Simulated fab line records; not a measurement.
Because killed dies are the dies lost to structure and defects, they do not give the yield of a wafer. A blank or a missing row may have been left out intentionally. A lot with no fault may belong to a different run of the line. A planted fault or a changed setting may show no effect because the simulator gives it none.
Which tool was responsible? | flow n5_finfet | Sampling: 21 lots, 63 wafers, 5 of 1938 route steps

## WHAT THE GAUGES READ, wafer by wafer
N5_FIN_CUT_OVL_MEAS_09.
lot  | measured    | on         | FIN_CUT_OVL (nm)
L074 | day 2 05:22 | overlay-01 | -0.6 -1.0 -0.6
L075 | day 2 10:13 | overlay-01 | -0.5 1.0 0.2
L076 | day 2 16:11 | overlay-02 | -0.3 0.2 0.2
L077 | day 2 21:59 | overlay-01 | 0.0 0.2 0.5
L078 | day 3 03:49 | overlay-01 | -1.5 -1.7 -1.5
L079 | day 3 09:54 | overlay-01 | -0.6 -0.5 -2.0
L081 | day 3 22:03 | overlay-02 | 0.1 0.0 -0.5
L082 | day 4 03:54 | overlay-01 | -0.6 -1.0 -1.8
L083 | day 4 10:37 | overlay-01 | 0.9 0.7 0.6
L085 | day 4 21:28 | overlay-01 | -0.6 0.8 -0.3
L086 | day 5 03:43 | overlay-02 | -0.6 0.3 -0.7
L087 | day 5 07:56 | overlay-01 | -0.8 0.4 -0.8
L088 | day 5 14:53 | overlay-02 | -0.4 -0.6 -0.7
L089 | day 5 21:44 | overlay-01 | 0.4 -0.4 -0.2
L090 | day 6 03:26 | overlay-01 | -0.4 0.1 -0.3
L091 | day 6 09:37 | overlay-01 | -0.4 -0.3 -0.5
L092 | day 6 17:09 | overlay-02 | -0.7 -0.4 -0.5
L093 | day 6 21:58 | overlay-02 | -0.3 0.1 -0.5
L094 | day 7 03:16 | overlay-01 | -1.5 0.0 0.5
L096 | day 7 14:45 | overlay-01 | 0.0 0.0 -0.9
L097 | day 7 20:44 | overlay-02 | -0.8 -0.3 -0.5

## WHICH TOOL RAN EACH LOT (tool, then ch and the chambers of the sampled wafers, then the start)
lot  | N5_ZERO_LAYER_STRIP_24              | N5_PMOS_HMC_CHANNEL_EPI_EPI_26 | N5_FIN_SAQP_DESCUM_21             | N5_FIN_SAQP_ETCH_57
L074 | plasma_asher-02 ch 0,1, day 1 13:07 | epi_rpcvd-01 ch 0, day 1 20:11 | rie_diel-05 ch 0,2,3, day 1 23:50 | rie_diel-04 ch 1,2,3, day 2 02:33
L075 | plasma_asher-01 ch 0,1, day 1 18:55 | epi_rpcvd-01 ch 0, day 2 02:58 | rie_diel-05 ch 0,1, day 2 05:01   | rie_diel-06 ch 1,2, day 2 07:38
L076 | plasma_asher-01 ch 0,1, day 2 01:02 | epi_rpcvd-01 ch 0, day 2 09:34 | rie_diel-04 ch 1,2, day 2 11:15   | rie_diel-05 ch 0,2,3, day 2 13:28
L077 | plasma_asher-01 ch 0,1, day 2 07:16 | epi_rpcvd-02 ch 0, day 2 13:59 | rie_diel-05 ch 0,1,3, day 2 16:53 | rie_diel-05 ch 0,1,2, day 2 19:18
L078 | plasma_asher-01 ch 0,1, day 2 13:19 | epi_rpcvd-02 ch 0, day 2 20:26 | rie_diel-04 ch 0,1,2, day 2 22:49 | rie_diel-04 ch 0,3, day 3 01:14
L079 | plasma_asher-01 ch 0,1, day 2 18:55 | epi_rpcvd-01 ch 0, day 3 01:48 | rie_diel-05 ch 0,2, day 3 04:14   | rie_diel-05 ch 1,2,3, day 3 07:28
L081 | plasma_asher-01 ch 0,1, day 3 07:13 | epi_rpcvd-02 ch 0, day 3 14:46 | rie_diel-06 ch 1,3, day 3 17:03   | rie_diel-05 ch 0,1,3, day 3 19:19
L082 | plasma_asher-01 ch 1, day 3 13:08   | epi_rpcvd-04 ch 0, day 3 20:17 | rie_diel-05 ch 0,2,3, day 3 22:38 | rie_diel-06 ch 1,2,3, day 4 00:41
L083 | plasma_asher-01 ch 0,1, day 3 19:03 | epi_rpcvd-02 ch 0, day 4 02:16 | rie_diel-06 ch 2,3, day 4 04:54   | rie_diel-06 ch 1,3, day 4 07:46
L085 | plasma_asher-01 ch 0,1, day 4 07:03 | epi_rpcvd-02 ch 0, day 4 13:59 | rie_diel-06 ch 1,2, day 4 15:55   | rie_diel-06 ch 1,3, day 4 18:59
L086 | plasma_asher-02 ch 0,1, day 4 12:54 | epi_rpcvd-02 ch 0, day 4 20:33 | rie_diel-06 ch 1,2, day 4 22:40   | rie_diel-05 ch 0,3, day 5 01:10
L087 | plasma_asher-01 ch 0,1, day 4 18:56 | epi_rpcvd-02 ch 0, day 5 01:18 | rie_diel-06 ch 1,2,3, day 5 03:05 | rie_diel-06 ch 1,2,3, day 5 05:12
L088 | plasma_asher-01 ch 0,1, day 5 00:58 | epi_rpcvd-01 ch 0, day 5 07:34 | rie_diel-05 ch 0,1, day 5 09:57   | rie_diel-04 ch 0,3, day 5 12:10
L089 | plasma_asher-02 ch 0,1, day 5 07:05 | epi_rpcvd-02 ch 0, day 5 14:32 | rie_diel-05 ch 1,3, day 5 16:22   | rie_diel-06 ch 2,3, day 5 19:05
L090 | plasma_asher-01 ch 0,1, day 5 13:02 | epi_rpcvd-01 ch 0, day 5 20:44 | rie_diel-06 ch 1,2,3, day 5 22:54 | rie_diel-05 ch 1,3, day 6 00:59
L091 | plasma_asher-02 ch 0,1, day 5 19:08 | epi_rpcvd-02 ch 0, day 6 02:36 | rie_diel-06 ch 1,2,3, day 6 04:49 | rie_diel-05 ch 1,2,3, day 6 07:01
L092 | plasma_asher-02 ch 0,1, day 6 01:01 | epi_rpcvd-01 ch 0, day 6 08:58 | rie_diel-04 ch 2,3, day 6 11:59   | rie_diel-06 ch 0,2, day 6 14:17
L093 | plasma_asher-01 ch 0,1, day 6 07:01 | epi_rpcvd-02 ch 0, day 6 14:08 | rie_diel-06 ch 0,1, day 6 16:02   | rie_diel-04 ch 0,1,2, day 6 18:19
L094 | plasma_asher-02 ch 0,1, day 6 12:55 | epi_rpcvd-01 ch 0, day 6 19:29 | rie_diel-04 ch 0,1, day 6 21:58   | rie_diel-06 ch 1,2,3, day 7 00:08
L096 | plasma_asher-01 ch 0,1, day 7 01:07 | epi_rpcvd-04 ch 0, day 7 08:13 | rie_diel-04 ch 0,1,2, day 7 10:04 | rie_diel-06 ch 0,1,3, day 7 12:19
L097 | plasma_asher-02 ch 0,1, day 7 06:55 | epi_rpcvd-01 ch 0, day 7 13:34 | rie_diel-04 ch 1,2,3, day 7 15:35 | rie_diel-06 ch 1,2,3, day 7 17:46
- N5_ZERO_LAYER_STRIP_24: strips in O2.
- N5_PMOS_HMC_CHANNEL_EPI_EPI_26: deposits Si from SiH4/H2, target thk 3.8 nm, time 22.7 s.
- N5_FIN_SAQP_DESCUM_21: chemistry O2, time 7.9 s.
- N5_FIN_SAQP_ETCH_57: etches SiNx in CH3F/O2, target depth 32.5 nm, time 46.4 s.

## AS READ BY THE TOOLS THEMSELVES (means over the sampled wafers that have a number; for cases with no such wafer, the mark the record gives instead)
N5_ZERO_LAYER_STRIP_24.
lot  | tool            | drypump_motor_current_A (A) | heater_power_w (W) | oes_product_au (a.u.) | strip_time_to_endpoint_s (s) | temp_c (C)
L074 | plasma_asher-02 | 6.0                         | 381                | 0.644                 | 43.92                        | 250.06
L075 | plasma_asher-01 | 5.8                         | 340                | 0.644                 | 43.90                        | 249.96
L076 | plasma_asher-01 | 5.8                         | 341                | 0.649                 | 43.89                        | 250.03
L077 | plasma_asher-01 | 5.8                         | 340                | 0.647                 | 43.88                        | 250.14
L078 | plasma_asher-01 | 6.2                         | 356                | 0.645                 | 43.87                        | 250.06
L079 | plasma_asher-01 | 5.9                         | 340                | 0.648                 | 44.01                        | 249.91
L081 | plasma_asher-01 | 6.2                         | 365                | 0.644                 | 43.95                        | 249.96
L082 | plasma_asher-01 | 5.5                         | 321                | 0.647                 | 43.78                        | 249.92
L083 | plasma_asher-01 | 6.2                         | 361                | 0.643                 | 43.96                        | 250.12
L085 | plasma_asher-01 | 6.2                         | 360                | 0.645                 | 43.92                        | 250.11
L086 | plasma_asher-02 | 5.7                         | 384                | 0.647                 | 43.92                        | 250.07
L087 | plasma_asher-01 | 6.2                         | 356                | 0.647                 | 43.78                        | 250.10
L088 | plasma_asher-01 | 5.9                         | 335                | 0.653                 | 43.88                        | 249.92
L089 | plasma_asher-02 | 6.0                         | 379                | 0.647                 | 43.94                        | 250.08
L090 | plasma_asher-01 | 5.9                         | 343                | 0.649                 | 43.80                        | 250.00
L091 | plasma_asher-02 | 5.7                         | 384                | 0.642                 | 43.84                        | 250.08
L092 | plasma_asher-02 | 6.0                         | 378                | 0.645                 | 43.85                        | 250.01
L093 | plasma_asher-01 | 6.2                         | 363                | 0.651                 | 43.80                        | 249.81
L094 | plasma_asher-02 | 5.7                         | 391                | 0.649                 | 43.87                        | 250.21
L096 | plasma_asher-01 | 5.9                         | 338                | 0.645                 | 43.89                        | 250.30
L097 | plasma_asher-02 | 5.9                         | 380                | 0.643                 | 43.68                        | 249.83

N5_PMOS_HMC_CHANNEL_EPI_EPI_26.
lot  | tool         | throttle_valve_pct (%)
L074 | epi_rpcvd-01 | 10.9
L075 | epi_rpcvd-01 | 10.9
L076 | epi_rpcvd-01 | 11.0
L077 | epi_rpcvd-02 | 11.6
L078 | epi_rpcvd-02 | 11.7
L079 | epi_rpcvd-01 | 11.0
L081 | epi_rpcvd-02 | 11.6
L082 | epi_rpcvd-04 | 11.3
L083 | epi_rpcvd-02 | 11.7
L085 | epi_rpcvd-02 | 11.7
L086 | epi_rpcvd-02 | 11.6
L087 | epi_rpcvd-02 | 11.8
L088 | epi_rpcvd-01 | 10.7
L089 | epi_rpcvd-02 | 11.6
L090 | epi_rpcvd-01 | 10.8
L091 | epi_rpcvd-02 | 11.7
L092 | epi_rpcvd-01 | 10.8
L093 | epi_rpcvd-02 | 11.7
L094 | epi_rpcvd-01 | 10.9
L096 | epi_rpcvd-04 | 11.4
L097 | epi_rpcvd-01 | 11.0

N5_FIN_SAQP_DESCUM_21.
lot  | tool        | drypump_motor_current_A (A) | oes_product_au (a.u.) | rf_vpp_V (V) | showerhead_plenum_p_Torr (Torr) | temp_c (C) | throttle_valve_pct (%)
L074 | rie_diel-05 | 5.6                         | 0.71                  | 241.8        | 2.07                            | 39.90      | 20.44
L075 | rie_diel-05 | 5.5                         | 0.77                  | 243.6        | 2.13                            | 39.92      | 20.30
L076 | rie_diel-04 | 6.0                         | 0.92                  | 243.3        | 2.14                            | 40.02      | 20.10
L077 | rie_diel-05 | 5.6                         | 0.74                  | 242.7        | 2.09                            | 40.01      | 20.44
L078 | rie_diel-04 | 5.8                         | 0.92                  | 244.5        | 2.14                            | 40.05      | 20.23
L079 | rie_diel-05 | 5.3                         | 0.71                  | 242.3        | 2.04                            | 39.99      | 20.53
L081 | rie_diel-06 | 6.5                         | 0.86                  | 244.6        | 2.15                            | 40.01      | 20.19
L082 | rie_diel-05 | 5.6                         | 0.70                  | 242.6        | 2.07                            | 39.95      | 20.46
L083 | rie_diel-06 | 5.9                         | 0.77                  | 242.2        | 2.01                            | 40.01      | 20.27
L085 | rie_diel-06 | 5.9                         | 0.84                  | 242.9        | 2.08                            | 39.99      | 20.36
L086 | rie_diel-06 | 5.9                         | 0.83                  | 243.9        | 2.08                            | 40.00      | 20.36
L087 | rie_diel-06 | 6.2                         | 0.80                  | 242.7        | 2.07                            | 40.00      | 20.25
L088 | rie_diel-05 | 5.3                         | 0.72                  | 241.8        | 2.04                            | 40.09      | 20.55
L089 | rie_diel-05 | 5.8                         | 0.71                  | 244.7        | 2.11                            | 40.09      | 20.41
L090 | rie_diel-06 | 6.2                         | 0.79                  | 242.9        | 2.07                            | 40.02      | 20.27
L091 | rie_diel-06 | 6.2                         | 0.78                  | 242.5        | 2.07                            | 40.06      | 20.26
L092 | rie_diel-04 | 5.7                         | 0.73                  | 243.5        | 2.13                            | 39.91      | 20.47
L093 | rie_diel-06 | 6.2                         | 0.83                  | 244.8        | 2.18                            | 39.87      | 20.33
L094 | rie_diel-04 | 5.6                         | 0.89                  | 243.4        | 2.14                            | 40.00      | 20.19
L096 | rie_diel-04 | 5.8                         | 0.85                  | 243.4        | 2.13                            | 40.04      | 20.31
L097 | rie_diel-04 | 5.8                         | 0.89                  | 243.8        | 2.13                            | 40.04      | 20.19

N5_FIN_SAQP_ETCH_57.
lot  | tool        | drypump_motor_current_A (A) | etch_rf_on_time_s (s) | oes_product_au (a.u.) | rf_vpp_V (V) | showerhead_plenum_p_Torr (Torr) | throttle_valve_pct (%)
L074 | rie_diel-04 | 5.8                         | 45.1                  | 0.73                  | 300.0        | 2.05                            | 16.18
L075 | rie_diel-06 | 6.1                         | 46.5                  | 0.79                  | 297.1        | 2.07                            | 16.16
L076 | rie_diel-05 | 5.6                         | 47.4                  | 0.60                  | 296.4        | 1.98                            | 16.41
L077 | rie_diel-05 | 5.5                         | 46.7                  | 0.63                  | 297.3        | 2.02                            | 16.28
L078 | rie_diel-04 | 5.5                         | 45.9                  | 0.76                  | 303.4        | 2.05                            | 16.20
L079 | rie_diel-05 | 5.8                         | 46.1                  | 0.62                  | 299.1        | 2.05                            | 16.21
L081 | rie_diel-05 | 5.5                         | 46.6                  | 0.62                  | 298.3        | 1.99                            | 16.41
L082 | rie_diel-06 | 6.2                         | 46.7                  | 0.69                  | 297.9        | 1.99                            | 16.16
L083 | rie_diel-06 | 6.5                         | 45.6                  | 0.73                  | 297.5        | 2.05                            | 16.11
L085 | rie_diel-06 | 6.5                         | 46.2                  | 0.72                  | 296.8        | 2.05                            | 16.12
L086 | rie_diel-05 | 5.6                         | 47.8                  | 0.58                  | 296.9        | 1.95                            | 16.56
L087 | rie_diel-06 | 6.3                         | 46.0                  | 0.69                  | 296.7        | 1.98                            | 16.18
L088 | rie_diel-04 | 5.5                         | 45.7                  | 0.71                  | 302.6        | 2.05                            | 16.26
L089 | rie_diel-06 | 6.3                         | 46.2                  | 0.63                  | 295.1        | 1.91                            | 16.15
L090 | rie_diel-05 | 5.7                         | 46.0                  | 0.63                  | 300.1        | 2.06                            | 16.24
L091 | rie_diel-05 | 5.8                         | 45.7                  | 0.68                  | 298.7        | 2.04                            | 16.09
L092 | rie_diel-06 | 5.8                         | 46.3                  | 0.65                  | 294.5        | 1.97                            | 16.22
L093 | rie_diel-04 | 5.8                         | 46.2                  | 0.73                  | 300.9        | 2.03                            | 16.19
L094 | rie_diel-06 | 6.2                         | 45.6                  | 0.67                  | 296.7        | 1.98                            | 16.21
L096 | rie_diel-06 | 6.3                         | 46.1                  | 0.65                  | 295.5        | 2.00                            | 16.16
L097 | rie_diel-06 | 6.2                         | 46.6                  | 0.66                  | 296.1        | 1.97                            | 16.23

## THE ANSWER, worked out from the rows above alone
Rule: the lots themselves supply what counts as usual. The widest of any qualifying gaps counts: lots, ordered by their means at a reading, are off when they make up no more than a third of the lots, leave a main group of 4 or more, and stand apart from it by 3 or more times the standard deviation of that group's means. A main group is skipped when, at the precision printed for the reading in the tables above, its means are all equal. Also off: a lot with no number at a reading for which 4 or more lots have one. Where the step has rows for the other lots, those lots are counted as sound. The gauges are gone through in route order, then the tools' own readings, and for those a lot's mean is taken as printed above. The first step at which some lot is off is used, and at that step the reading that is off furthest; a lot without a number counts as furthest.
Across all readings shown, no lot is off: no conclusion can be drawn from this.

## WHAT WAS PUT IN BY THE SIMULATOR
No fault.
